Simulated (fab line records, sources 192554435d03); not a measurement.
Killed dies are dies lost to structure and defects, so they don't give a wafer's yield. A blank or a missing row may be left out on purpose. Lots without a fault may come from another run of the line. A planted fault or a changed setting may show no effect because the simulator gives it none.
Problem report in the 8D (eight disciplines) form, filled by code | flow n5_finfet | the parts of the form that need people (team, actions taken, sign-off) are left out

1. THE PROBLEM
plate_temp_C at N5_BEOL_M2_COAT_73 reads a mean of 217.70 C on 6 wafers of 2 lots; wafers without a fault read 204.98 C with a standard deviation of 0.14. That is +91 standard deviations from the usual mean.
The step: time 60 s, resist thk 5 nm.
First seen on wafer L925.4, day 11 01:34, on litho_track-04. The record holds 29 wafers of 11 lots with a number at this step. Rule for "out", or "out of limits": more than 4 standard deviations from the usual mean. The other wafers with a number count as sound.

2. WHAT IT IS AND WHAT IT IS NOT
question                    | is                                 | is not
which readings at this step | plate_temp_C, heater_power_total_W | -
which lots                  | L925, L927                         | L906, L911, L915, L916, L918, L919, L921, L922, L923
which wafers of those lots  | all that have a number             | -
read on which tools         | litho_track-04                     | litho_track-02, litho_track-05
when                        | from day 11 01:34                  | up to then (23 sound wafers)

3. SUSPECTS, AND WHAT RULES EACH OUT
Counting: a tool at a process step up to the reading stays a suspect if it ran every lot that is out and no sound lot after the first of them.
- litho_track-04 at N5_BEOL_M2_COAT_73 (time 60 s, resist thk 5 nm): kept. It ran every lot that is out, first L925 (day 11 01:34), and no sound lot after that; its last sound lot up to then is L923 (day 10 11:36). Its own readings are out on those wafers: heater_power_total_W, plate_temp_C.
Left after counting: litho_track-04 at N5_BEOL_M2_COAT_73.

4. THE CAUSE (what the simulator had put in)
Process parameter drift: litho_track-04, from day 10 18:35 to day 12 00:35, at N5_BEOL_M2_COAT_73. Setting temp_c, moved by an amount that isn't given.
Counting left only this tool.

5. THE CHAIN OF EFFECTS, in route order
Each row: a reading whose mean over the struck wafers that have a number lies more than 3 standard deviations from the usual. Only readings for which the record gives a usual standard deviation are gone through. hours: the time from each lot's start at the first step in this table that gives one to its start at this step, as a median over the lots. sigmas: the change in usual standard deviations.
hours | step               | reading              | usual    | on struck wafers | change | sigmas
0     | N5_BEOL_M2_COAT_73 | heater_power_total_W | 391.5 W  | 422.4            | +30.9  | +24
0     | N5_BEOL_M2_COAT_73 | plate_temp_C         | 204.98 C | 217.70           | +12.72 | +91
The process steps in it:
- N5_BEOL_M2_COAT_73: time 60 s, resist thk 5 nm.
Later measuring or inspecting steps at which every struck wafer that the step has a row for has a number for every such reading, and none has moved that far: N5_BEOL_M2_INSPECT_13, N5_BEOL_M4_RC_MEAS_101.

6. WHAT WOULD HAVE CAUGHT IT SOONER
In this record the first reading out of limits was taken at day 11 01:34, 7 hours after the fault began at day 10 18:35.
